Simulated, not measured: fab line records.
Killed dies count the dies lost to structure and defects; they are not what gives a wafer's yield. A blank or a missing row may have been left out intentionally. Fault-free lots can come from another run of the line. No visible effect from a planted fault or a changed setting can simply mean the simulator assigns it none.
Split-lot trial    flow n5_finfet    39 wafers read from 7 lots, route of 1938 steps

== THE SPLIT ITSELF ==
At N5_ZERO_LAYER_DEVELOP_10 (develop time 60 s), the setting develop_time_s was moved away from the recipe's 60 s on 15 of the 39 wafers read, by -52.9% to +28.6%. This setting was run at the recipe's value on the other wafers.

== FROM THE SPLIT ON TO THE READING: in between, the file shows 1 step ==
- N5_ZERO_LAYER_HARDBAKE_23: time 120 s

== THE READING ==
At N5_ZERO_LAYER_CD_MEAS_11: cd_nm in nanometres, against a target cd of 2000 nm. On this fab line, fault-free wafers typically give 1999.8 nm with a standard deviation of 1.9 nm.

wafer   tool, chamber at the split  develop_time_s as run, s  against the recipe  cd_nm, nm  against lot-mates on the recipe
L076.1  litho_track-03, 0           60                        recipe              1999.7     -
L076.2  litho_track-03, 0           60                        recipe              1998.6     -
L076.4  litho_track-03, 0           60                        recipe              1998.8     -
L077.1  litho_track-02, 0           48.81                     -18.6%              1996.0     -5.0
L077.2  litho_track-02, 0           48.81                     -18.6%              1997.8     -3.2
L077.3  litho_track-02, 0           60                        recipe              1999.9     -
L077.4  litho_track-02, 0           48.81                     -18.6%              1996.1     -4.9
L077.5  litho_track-02, 0           60                        recipe              2001.6     -
L077.6  litho_track-02, 0           60                        recipe              2001.4     -
L080.1  litho_track-02, 0           60                        recipe              2003.3     -
L080.2  litho_track-02, 0           60                        recipe              2000.7     -
L080.3  litho_track-02, 0           60                        recipe              1999.0     -
L080.4  litho_track-02, 0           60                        recipe              2001.6     -
L080.5  litho_track-02, 0           60                        recipe              2001.5     -
L080.6  litho_track-02, 0           60                        recipe              2004.1     -
L082.1  litho_track-03, 0           33.46                     -44.2%              1989.4     -9.7
L082.2  litho_track-03, 0           33.46                     -44.2%              1986.7     -12.4
L082.3  litho_track-03, 0           60                        recipe              1999.2     -
L082.4  litho_track-03, 0           60                        recipe              1998.2     -
L082.5  litho_track-03, 0           33.46                     -44.2%              1988.5     -10.6
L082.6  litho_track-03, 0           60                        recipe              1999.9     -
L084.1  litho_track-05, 0           60                        recipe              2001.0     -
L084.2  litho_track-05, 0           60                        recipe              2001.6     -
L084.3  litho_track-05, 0           28.25                     -52.9%              1983.3     -17.5
L084.4  litho_track-05, 0           28.25                     -52.9%              1987.0     -13.8
L084.5  litho_track-05, 0           28.25                     -52.9%              1982.1     -18.7
L084.6  litho_track-05, 0           60                        recipe              1999.8     -
L093.1  litho_track-03, 0           60                        recipe              2001.6     -
L093.2  litho_track-03, 0           60                        recipe              1998.5     -
L093.3  litho_track-03, 0           77.17                     +28.6%              2004.1     +4.2
L093.4  litho_track-03, 0           77.17                     +28.6%              2003.5     +3.6
L093.5  litho_track-03, 0           60                        recipe              1999.7     -
L093.6  litho_track-03, 0           77.17                     +28.6%              2004.0     +4.1
L095.1  litho_track-03, 0           41.94                     -30.1%              1992.5     -6.8
L095.2  litho_track-03, 0           60                        recipe              1999.3     -
L095.3  litho_track-03, 0           60                        recipe              1998.7     -
L095.4  litho_track-03, 0           41.94                     -30.1%              1990.3     -9.0
L095.5  litho_track-03, 0           41.94                     -30.1%              1991.5     -7.8
L095.6  litho_track-03, 0           60                        recipe              2000.0     -

FIT RESULTS
A straight line over all 39 wafers: cd_nm changes by +0.259 nm for each +1% of develop_time_s; r = +0.95; the points scatter about the line by 1.9 nm.
The same after taking each lot's own level away (the mean of its wafers on the recipe; 39 wafers): +0.255 nm for each +1%; r = +0.96; scatter 1.7 nm.
On that fit, the largest move of develop_time_s shifts the reading by 13 nm.
Across the lots, their own levels run from 1999.03 to 2001.70 nm, a range of 1.4 times the standard deviation given above.
Hence the lot-to-lot level has little effect on the slope; both slopes agree.
Check: -13.4 nm against its lot-mates is what the line predicts for one of the wafers moved furthest among these (-52.9%) when that wafer is left out of the fit. Against them it came out at -17.5 nm.

== THE WHOLE CHAIN: every reading that the file lists as answering this split, in the file's order ==
step                      what it does              reading                                                            change (the file's fit)                r (the file's)
N5_ZERO_LAYER_CD_MEAS_11  target cd 2000 nm         cd_nm                                                              +0.263 nm for each +1% of the setting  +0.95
N5_ZERO_LAYER_DESCUM_16   chemistry O2, time 7.9 s  ZERO_LAYER.cd_nm (the simulator's own value, which no gauge read)  +0.264 nm for each +1% of the setting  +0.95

== THE FILE'S OWN FIT ==
cd_nm changes by +0.263 nm for each +1% of develop_time_s, r = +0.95.
